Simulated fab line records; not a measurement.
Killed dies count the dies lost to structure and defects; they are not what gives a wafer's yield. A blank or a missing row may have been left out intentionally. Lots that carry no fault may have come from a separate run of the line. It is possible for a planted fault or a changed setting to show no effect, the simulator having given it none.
Matching of chambers / flow n5_finfet / rie_diel-03 running N5_BEOL_M13_ETCH_68: 4 sister chambers
The step etches SOC in N2/H2, time 355 s. 4 wafers are shown with their chamber, then 10 later ones without.

WAFERS, EACH WITH ITS CHAMBER
wafer=L076.4; chamber=3; showerhead_plenum_p_Torr (Torr)=2.50
wafer=L076.5; chamber=2; showerhead_plenum_p_Torr (Torr)=2.52
wafer=L083.2; chamber=1; showerhead_plenum_p_Torr (Torr)=2.70
wafer=L083.3; chamber=0; showerhead_plenum_p_Torr (Torr)=2.53

WAFERS WHOSE CHAMBER IS MISSING
wafer=L083.5; showerhead_plenum_p_Torr (Torr)=2.50
wafer=L084.1; showerhead_plenum_p_Torr (Torr)=2.70
wafer=L084.4; showerhead_plenum_p_Torr (Torr)=2.50
wafer=L084.6; showerhead_plenum_p_Torr (Torr)=2.53
wafer=L087.1; showerhead_plenum_p_Torr (Torr)=2.53
wafer=L087.2; showerhead_plenum_p_Torr (Torr)=2.49
wafer=L087.6; showerhead_plenum_p_Torr (Torr)=2.69
wafer=L089.2; showerhead_plenum_p_Torr (Torr)=2.52
wafer=L089.4; showerhead_plenum_p_Torr (Torr)=2.51
wafer=L089.5; showerhead_plenum_p_Torr (Torr)=2.49

WHICH CHAMBER EACH ONE RAN IN
wafer=L083.5; from the rows above=3; in truth=3
wafer=L084.1; from the rows above=1; in truth=1
wafer=L084.4; from the rows above=3; in truth=3
wafer=L084.6; from the rows above=can't be placed: 0 or 2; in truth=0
wafer=L087.1; from the rows above=can't be placed: 0 or 2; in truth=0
wafer=L087.2; from the rows above=3; in truth=3
wafer=L087.6; from the rows above=1; in truth=1
wafer=L089.2; from the rows above=can't be placed: 2 or 0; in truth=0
wafer=L089.4; from the rows above=can't be placed: 3 or 2 or 0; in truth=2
wafer=L089.5; from the rows above=3; in truth=3
Correct placement for 6 of the 10. From these rows, 4 cannot be placed; in 4 the true chamber is one of the candidates. 0 placed wrongly.
How it was worked out, from the rows above alone: a wafer's distance from a chamber is the root of the sum, over the readings, of the square of ((its reading less the chamber's mean) divided by the reading's scatter). If the next closest chamber is less than 2 further off than the closest, the wafer can't be placed; otherwise it belongs to the closest. For every chamber, the mean is computed from those of its wafers that are shown. The scatter: with one shown wafer a chamber, the root of the mean of the squares of how far each hidden wafer lies from its nearest shown one.
